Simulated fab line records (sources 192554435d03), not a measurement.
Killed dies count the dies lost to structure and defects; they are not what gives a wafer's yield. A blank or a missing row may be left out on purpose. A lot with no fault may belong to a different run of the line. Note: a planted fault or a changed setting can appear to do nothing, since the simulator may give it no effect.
Problem report, 8D (eight disciplines) form, completed by code    flow n5 finfet    the parts of the form that need people (team, actions taken, sign-off) are left out

1. THE ISSUE
raw defect count at N5_BEOL_M13_INSPECT_55 reads a mean of 729 on 1 wafer of 1 lot; wafers without a fault read 69 with a standard deviation of 23. That puts it +29 standard deviations away from the usual mean.
The step: inspects for defects (darkfield).
Earliest sighting: wafer L288.2 on defect inspect-01 at day 13 10:30. At this step, 30 wafers from 10 lots have a number in the record. Rule for "out", or "out of limits": more than 4 standard deviations from the usual mean. All remaining wafers that have a number are taken as sound.

2. WHAT IT IS, WHAT IT ISN'T
question                     is                 is not
which readings at this step  raw defect count   -
which lots                   L288               L282, L285, L286, L289, L290, L291, L302, L304, L305
which wafers of those lots   L288.2             L288.1, L288.4
read on which gauges         defect inspect-01  defect inspect-02
when                         from day 13 10:30  up to then (17 sound wafers); but 12 sound wafers of L291, L302, L304, L305 came after

3. SUSPECTS, AND WHAT RULES EACH OUT
Counting: any tool at a process step up to the reading remains a suspect provided it ran every lot that is out. Sound lots after the first of them don't rule it out here, since some wafers of a struck lot are sound.
- ruled out: the gauge at N5_BEOL_M13_INSPECT_55. All the wafers that are out were read on defect inspect-01, but those of them that N5_PASSIVATION_PROBE_49 has rows for are out there too, on other tools.
- plasma asher-02 at N5_BEOL_M13_STRIP_37 (strips in N2/H2): kept. It ran the lot that is out, L288 (day 13 08:15); its last sound lot up to then is L289 (day 13 03:44).
- pvd sputter-02 at N5_BEOL_M13_SPUTTER_44 (material Ta, target thk 10 nm, time 16.13 s): kept. It ran the lot that is out, L288 (day 13 09:23); its last sound lot up to then is L289 (day 13 04:24).
- cmp-04 at N5_BEOL_M13_CMP_49 (polishes, stops on SiOC, t overpolish 17.1 s, target thk 420 nm): kept. It ran the lot that is out, L288 (day 13 10:03); its last sound lot up to then is L289 (day 13 05:06).
- Within plasma asher-02 at N5_BEOL_M13_STRIP_37, the wafers that are out were processed in chamber 0 and their sound lot-mates in chamber 1.
- Within cmp-04 at N5_BEOL_M13_CMP_49: the wafers that are out ran in chamber 0; their sound lot-mates ran in chambers 1, 3.
Left after counting: plasma asher-02 at N5_BEOL_M13_STRIP_37, pvd sputter-02 at N5_BEOL_M13_SPUTTER_44, cmp-04 at N5_BEOL_M13_CMP_49.

4. THE CAUSE (what the simulator had put in)
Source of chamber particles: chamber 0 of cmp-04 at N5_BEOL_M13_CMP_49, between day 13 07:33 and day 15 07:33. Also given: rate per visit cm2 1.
Counting left 3 suspects, and this tool is among them.

5. THE EFFECT CHAIN, in route order
Each row: a reading whose mean over the struck wafers that have a number lies more than 3 standard deviations from the usual. Only readings for which the record gives a usual standard deviation are gone through. hours: the time from each lot's start at the first step in this table that gives one to its start at this step, as a median over the lots. sigmas: the change in usual standard deviations.
hours  step                     reading               usual   on struck wafers  change  sigmas
0      N5_BEOL_M13_INSPECT_55   raw defect count      69      729               +660    +29
24     N5_PASSIVATION_PROBE_49  defect limited yield  91.0 %  55.4              -35.6   -24
24     N5_PASSIVATION_PROBE_49  killed_at_M4_up       14      465               +451    +79
24     N5_PASSIVATION_PROBE_49  killed dies           106     526               +420    +25
24     N5_PASSIVATION_PROBE_49  killed on rim         14      65                +51     +12
24     N5_PASSIVATION_PROBE_49  sort_bin_5_function   5.2 %   27.5              +22.3   +24
24     N5_PASSIVATION_PROBE_49  sort_bin_6_memory     3.4 %   13.5              +10.1   +15
24     N5_PASSIVATION_PROBE_49  sort n pass           1074    654               -420    -25
24     N5_PASSIVATION_PROBE_49  sort yield pct        91.0 %  55.4              -35.6   -24
Its process steps:
- N5_PASSIVATION_PROBE_49

6. HOW IT WOULD HAVE BEEN CAUGHT EARLIER
In this record the first reading out of limits at a measuring or inspecting step was taken at day 13 10:30, 3 hours after the fault began at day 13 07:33.
Of the tool readings at N5_BEOL_M13_CMP_49 for which the record gives a usual standard deviation, none was out on any struck wafer, so an alarm limit of 4 standard deviations on them would not have fired.
Each of the lots that are out, 1 in all, had begun N5_BEOL_M13_CMP_49 on cmp-04 no later than day 13 10:30. Tool hold at that time: it would have spared none of them.
